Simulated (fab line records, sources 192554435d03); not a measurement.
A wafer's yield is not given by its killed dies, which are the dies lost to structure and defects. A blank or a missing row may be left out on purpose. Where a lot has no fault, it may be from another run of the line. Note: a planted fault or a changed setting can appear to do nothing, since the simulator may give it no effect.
fab line records	flow n5Finfet
record lots=5	wafers=15	lastDay=17
route steps=1938 shown SD_EPI_P@296 BEOL_M4@1111
lots with no fault: from the same line, run without faults
startH: hours from the record's first day to the start of the lot's first wafer shown	waitH: hours from the lot's prior step to this one	" repeats the value in the row above	L1.1+2: one row covering several wafers at once	- no value present, or no start provided	* or withheld: withheld	< > ~ a bound
route shown NAME@n: a module of which the file shows steps, and the number in the route of the first	usual: the fault-free wafers' mean and standard deviation	same: alike in all rows	chamber/n: place in a boat	sites: the reading at each site	_std_site: how widely they spread, as a standard deviation	_edge_site: the outer-site mean with the inner-site mean subtracted	radiusMm: for every site, how far away it sits from the centre of the wafer	mask NAME#n: copy n	behind: tool/chamber where the wafer was last shaped	hold: why the lot went on hold/how many hours it stayed there/how the hold came to an end	device: whichever transistor did not switch (one of n, p or np)	end of line: at the end of the route, the tests of the same wafers	a step with no rows: only its recipe	killed: dies that structure and defects cost at the first sort, which is not the same as the wafer's yield	map: dies across one wafer; x = killed, . = not, _ = none there
set.NAME: the run value of the setting; set.NAME@STEP: its run value at that earlier step	model.NAME: the simulator's own value behind a step, which no gauge read
lots at selected steps of the route; one table per step, one row per wafer
services: a tool's chamber out of use, with start hour (startH, from the record's first day; less than 0 if before it), hours out, and reason
## steps
# step N5_SD_EPI_P_COAT_35
# recipe resist=SiARC	tempC=220	timeS=60	spinRpm=1500	resistThkNm=35
# step N5_SD_EPI_P_COAT_03
# recipe resist=CAR-ArF-block	spinRpm=1500	resistThkNm=150
# step N5_SD_EPI_P_EBR_05
# recipe solvent=PGMEA	ebrWidthMm=1.5
# step N5_SD_EPI_P_SOFTBAKE_04
# recipe tempC=110	timeS=60	resist=CAR-ArF-block
# step N5_SD_EPI_P_EXPOSE_06
# recipe maskId=SD_P_BLK	na=1.35	sourceShape=conventional	sigmaOuter=0.8	polarization=unpolarized	targetCdNm=240	doseMj=39.5
# step N5_SD_EPI_P_PEB_07
# recipe pebTempC=110	pebTimeS=60	resist=CAR-ArF-block
# step N5_SD_EPI_P_DEVELOP_08
# recipe developTimeS=30	developer=TMAH	resist=CAR-ArF-block	devTempC=23	rinseLiquid=diw	dry=airSpin
# step N5_SD_EPI_P_DESCUM_14
# recipe chemistry=O2	timeS=7.9	sourcePowerW=50	biasPowerW=20	pressureMtorr=20	rfFrequencyHz=2.712e+07	tempC=40	resist=CAR-ArF-block	o2FlowSccm=225
# step N5_SD_EPI_P_ETCH_36
# recipe chemistry=CF4	target=SiARC	targetDepthA=455	maskMaterial=CAR-ArF-block	timeS=75.8	ionEnergyEv=80	pressureMtorr=40	sourceW=545	biasW=36	Ar_flow_sccm=100	cf4FlowSccm=100	ends=cleared
# step N5_SD_EPI_P_ETCH_37
# recipe chemistry=N2/H2	target=SOC	overetchA=1080	maskMaterial=SiARC	tempC=40	ionEnergyEv=100	sourceW=3000	biasW=133	pressureMtorr=20	timeS=486	n2FlowSccm=200	h2FlowSccm=200	ends=endPoint
# usual biasW=132.9/0.4	drypumpMotorCurrentA=5.9/0.38	oesProductAu=0.67/0.048	rfFwdPowerW=2995/9.6	rfVppV=241.1/1.2	showerheadPlenumPTorr=2.57/0.076	throttleValvePct=23.91/0.27
lot.wafer	tool	chamber	startH	waitH	biasW	drypumpMotorCurrentA	oesProductAu	rfFwdPowerW	rfHoursCounterH	rfVppV	showerheadPlenumPTorr	throttleValvePct	model.SD_EPI_P.cdNm	model.SiARC_of_SD_EPI_P_COAT_35.thkNm
L234.2	rieDiel-06	0	77.38	0.0	132.7	5.4	0.66	2982	162	241.7	2.52	24.05	239.6	20
L234.3	"	3	"	"	132.9	6.0	0.66	2996	170	239.3	2.43	24.04	239	20.4
L234.5	"	3	"	"	133.3	6.0	0.66	2998	-	240.2	2.43	24.01	240	20.6
L235.1	rieDiel-06	1	85.49	0.0	132.1	5.3	0.70	3734	114	223.1	2.56	24.13	244	17.8
L235.5	"	0	"	"	133.2	5.4	0.66	3713	-	223.6	2.52	24.06	242.6	17
L235.6	"	3	"	"	133.3	6.0	0.65	3708	-	221.3	2.43	24.03	243.4	17.6
L236.2	rieDiel-06	3	94.38	0.0	132.9	6.0	0.65	3714	175	222.4	2.43	24.02	245	17.4
L236.5	"	0	"	"	133.1	5.4	0.66	3715	-	223.2	2.52	24.05	244.8	17
L236.6	"	3	"	"	132.5	6.0	0.65	3726	-	222.0	2.43	24.03	243.8	17.4
L238.2	rieDiel-06	3	101.68	0.0	132.7	6.0	0.65	3719	176	222.1	2.43	24.04	243.2	17.2
L238.3	"	1	"	"	132.3	5.3	0.69	3714	117	222.3	2.55	24.13	244.4	17.6
L238.4	"	0	"	"	133.0	5.4	0.66	3722	168	223.7	2.52	24.05	244.2	16.6
L247.2	rieDiel-03	3	158.00	0.0	133.4	6.4	0.62	3000	262	240.9	2.60	23.66	239.8	20.6
L247.3	"	1	"	"	132.4	5.7	0.63	2991	191	241.3	2.64	23.98	239.8	20.4
L247.4	"	1	"	"	132.8	5.7	0.64	2999	-	240.6	2.64	23.98	241.8	20.6
# step N5_SD_EPI_P_STRIP_38
# recipe chemistry=N2/H2	tempC=40	n2FlowSccm=200	h2FlowSccm=200	rfFrequencyHz=6e+07
# step N5_SD_EPI_P_ETCHBACK_46
# recipe chemistry=CH3F/O2	mode=anisotropicEtchback	target=SiNx	targetDepthA=175	stopOn=SiO2	overEtchFrac=0.3	ionEnergyEv=120	pressureMtorr=30	sourceW=395	biasW=73	Ar_flow_sccm=150	CH3F_flow_sccm=30	O2_flow_sccm=20
# usual O2_flow_sccm=20.00/0.058	biasW=72.99/0.23	drypumpMotorCurrentA=5.9/0.38	oesProductAu=0.64/0.046	rfVppV=297/4.4	showerheadPlenumPTorr=2.02/0.059	throttleValvePct=16.47/0.24
# same overEtchFrac=0.3
lot.wafer	tool	chamber	startH	waitH	O2_flow_sccm	biasW	drypumpMotorCurrentA	oesProductAu	rfHoursCounterH	rfVppV	showerheadPlenumPTorr	throttleValvePct	model.SiARC_of_SD_EPI_P_COAT_35.thkNm
L234.2	rieDiel-06	0	77.70	0.0	19.98	72.98	5.4	0.63	162	303	2.00	16.74	15.4
L234.3	"	3	"	"	20.04	73.36	6.0	0.62	170	290	1.91	16.60	16
L234.5	"	3	"	"	20.00	72.93	6.0	0.63	-	292	1.91	16.60	16.2
L235.1	rieDiel-06	1	85.82	0.0	19.98	72.89	5.3	0.66	114	291	2.03	16.39	13.6
L235.5	"	0	"	"	19.97	72.92	5.4	0.63	-	301	2.00	16.74	12.4
L235.6	"	3	"	"	20.05	73.07	6.0	0.62	-	289	1.91	16.59	13.2
L236.2	rieDiel-06	3	94.71	0.0	19.92	73.02	6.0	0.62	175	291	1.91	16.62	13
L236.5	"	0	"	"	20.06	73.29	5.4	0.63	-	302	1.99	16.74	12.4
L236.6	"	3	"	"	20.08	72.81	6.0	0.63	-	289	1.91	16.59	13
L238.2	rieDiel-06	3	102.00	0.0	20.01	72.52	6.0	0.63	176	291	1.90	16.62	12.8
L238.3	"	1	"	"	20.01	73.18	5.3	0.67	117	290	2.02	16.39	13.2
L238.4	"	0	"	"	20.00	72.92	5.4	0.63	168	303	1.99	16.75	12
L247.2	rieDiel-03	3	158.32	0.0	20.04	73.47	6.3	0.59	262	299	2.05	16.35	16.2
L247.3	"	1	"	"	19.94	72.81	5.8	0.60	191	292	2.07	16.51	16.2
L247.4	"	1	"	"	19.96	72.89	5.7	0.60	-	293	2.07	16.48	16.2
# step N5_SD_EPI_P_ETCH_47
# recipe chemistry=CH3F/O2	target=SiOCN	targetDepthA=250	maskMaterial=SOC	ionEnergyEv=60	biasW=29	pressureMtorr=30	sourceW=410	Ar_flow_sccm=150	CH3F_flow_sccm=30	O2_flow_sccm=20
# step N5_SD_EPI_P_ETCH_16
# recipe chemistry=CHF3/O2	target=SiO2	targetDepthA=50	maskMaterial=SOC	pressureMtorr=30	sourceW=650	biasW=170	Ar_flow_sccm=200	CHF3_flow_sccm=50	O2_flow_sccm=5	ionEnergyEv=200
# step N5_SD_EPI_P_STRIP_50
# recipe chemistry=CHF3/O2	resist=SiARC	rfFrequencyHz=6e+07
# step N5_SD_EPI_P_SD_RECESS_17
# recipe chemistry=HBr/Cl2/O2	targetDepthA=391	btTimeS=3	pressureMtorr=10	icpW=800	biasW=112	HBr_flow_sccm=150	Cl2_flow_sccm=80	O2_flow_sccm=12
# usual O2_flow_sccm=12.00/0.038	biasW=112.0/0.35	drypumpMotorCurrentA=5.8/0.35	heBacksideLeakSccm=2.77/0.27	oesProductAu=0.994/0.014	throttleValvePct=37.11/0.27
# same btTimeS=3
lot.wafer	tool	chamber	startH	waitH	O2_flow_sccm	biasW	drypumpMotorCurrentA	heBacksideLeakSccm	oesProductAu	rfHoursCounterH	throttleValvePct	model.SD_EPI_P.cdNm
L234.2	rieSi-05	2	77.97	0.0	12.06	111.7	6.5	2.62	1.007	11	37.58	239.6
L234.3	"	0	"	"	12.08	112.5	5.6	2.56	0.985	4	37.09	238.8
L234.5	"	0	"	"	12.04	111.7	5.6	2.64	0.991	-	37.08	240
L235.1	rieSi-02	0	86.09	0.0	12.04	111.4	6.1	2.88	0.974	154	36.91	243.8
L235.5	"	0	"	"	12.01	112.0	6.1	2.97	0.975	-	36.92	242.4
L235.6	"	1	"	"	11.97	112.3	5.9	2.49	0.977	-	37.11	243.4
L236.2	rieSi-02	2	94.98	0.0	12.05	111.8	5.5	2.55	0.997	166	36.67	244.8
L236.5	"	2	"	"	12.04	111.7	5.6	2.50	0.991	-	36.69	245
L236.6	"	1	"	"	12.01	112.2	5.8	2.52	0.976	-	37.12	243.6
L238.2	rieSi-04	2	102.27	0.0	11.98	111.7	5.5	2.52	0.999	173	37.67	243.2
L238.3	"	0	"	"	11.98	111.7	5.0	2.59	1.009	141	37.03	244.4
L238.4	"	1	"	"	11.97	111.7	5.4	3.09	0.985	53	36.96	244.2
L247.2	rieSi-02	1	158.59	0.0	12.01	112.7	5.8	2.47	0.976	126	37.11	240
L247.3	"	0	"	"	12.05	111.7	6.1	2.87	0.978	156	36.91	239.6
L247.4	"	2	"	"	12.01	111.7	5.6	2.37	0.998	167	36.68	241.8
# step N5_SD_EPI_P_WET_ETCH_45
# recipe chemistry=dHF	dilution=withheld	timeS=10.7	target=SiO2	targetDepthA=20	tempC=25	dry=ipaMarangoni	rinseTimeS=30	rinseTempC=23
# step N5_BEOL_M4_RC_MEAS_101
# usual DIBL_N=36.3/1.8	DIBL_P=36.5/2.1	IOFF_N=0.16/0.031	IOFF_P=0.22/0.038	ION_N=677/12	ION_P=466/7.8	SS_N=71.5/0.61	SS_P=73.2/0.7	VT_N=249/3	VT_P=-248.9/3
lot.wafer	tool	chamber	startH	waitH	DIBL_N[mV/V]	DIBL_P[mV/V]	IOFF_N[nA/um]	IOFF_P[nA/um]	ION_N[uA/um]	ION_P[uA/um]	SS_N[mV/dec]	SS_P[mV/dec]	VT_N[mV]	VT_P[mV]
L234.2	prober-02	0	207.22	0.2	35.4	34.5	0.15	0.20	692	476	70.6	73.4	250	-248.2
L234.3	"	0	"	"	36.9	36.3	0.17	0.23	693	473	71.0	72.9	249	-246.7
L234.5	"	0	"	"	36.6	36.1	0.16	0.22	697	473	71.6	73.3	251	-246.8
L238.2	prober-02	0	226.26	0.2	36.9	37.8	0.15	0.19	671	463	71.3	73.4	252	-254.9
L238.3	"	0	"	"	36.9	37.2	0.15	0.20	669	459	71.2	73.2	252	-253.2
L238.4	"	0	"	"	36.4	36.7	0.15	0.18	677	463	70.9	73.2	249	-254.6
L236.2	prober-01	0	229.85	0.2	37.1	36.9	0.16	0.22	669	460	72.0	73.5	251	-249.3
L236.5	"	0	"	"	34.6	33.6	0.13	0.17	677	467	71.5	72.5	252	-251.9
L236.6	"	0	"	"	38.5	37.9	0.19	0.25	669	463	72.2	73.8	246	-248.2
L235.1	prober-01	0	231.55	0.0	37.1	37.3	0.17	0.22	687	468	71.6	74.1	249	-250.1
L235.5	"	0	"	"	37.0	37.4	0.17	0.21	682	462	72.2	74.7	251	-251.6
L235.6	"	0	"	"	37.4	38.0	0.18	0.22	686	465	71.5	74.3	251	-249.1
L247.2	prober-01	0	281.80	0.2	37.6	36.4	0.19	0.24	674	467	70.9	73.4	247	-246.8
L247.3	"	0	"	"	37.2	36.3	0.18	0.24	689	471	71.5	72.4	249	-247.9
L247.4	"	0	"	"	36.9	36.1	0.17	0.25	687	482	71.7	72.9	247	-246.1
## services
tool	chamber	startH	hours	kind
rieDiel-06	2	61.78	5.3	repair
rieSi-04	3	67.29	5.4	repair
rieDiel-03	2	91.92	5.7	repair
rieDiel-03	2	104.37	62.3	repair
rieSi-04	-	129.49	2.8	pm
## key
firstSign step=N5_SD_EPI_P_ETCH_37	reading=rfFwdPowerW	direction=up	sigmas=75	usual=*	struck=*
effect step=N5_SD_EPI_P_ETCH_37	reading=rfVppV	direction=down	sigmas=15	usual=241.1	struck=222.6
modelEffect step=N5_SD_EPI_P_ETCH_37	value=SD_EPI_P.cdNm	without=240.2	struck=243.9
modelEffect step=N5_SD_EPI_P_ETCHBACK_46	value=SiARC_of_SD_EPI_P_COAT_35.thkNm	without=15.6	struck=12.84
modelEffect step=N5_SD_EPI_P_SD_RECESS_17	value=SD_EPI_P.cdNm	without=240.2	struck=243.9
metAt N5_SD_EPI_P_ETCH_37
struckWafers L235.1,L235.5,L235.6,L236.2,L236.5,L236.6,L238.2,L238.3,L238.4
onsetBetween 77.38 85.49
fault kind=processParameterDrift	tool=rieDiel-06	chamber=-	onsetH=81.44	steps=N5_SD_EPI_P_ETCH_37	channel=sourceW	offset=720	shape=step	endH=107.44	actsIn=theseRecipesOnly	stated=3000
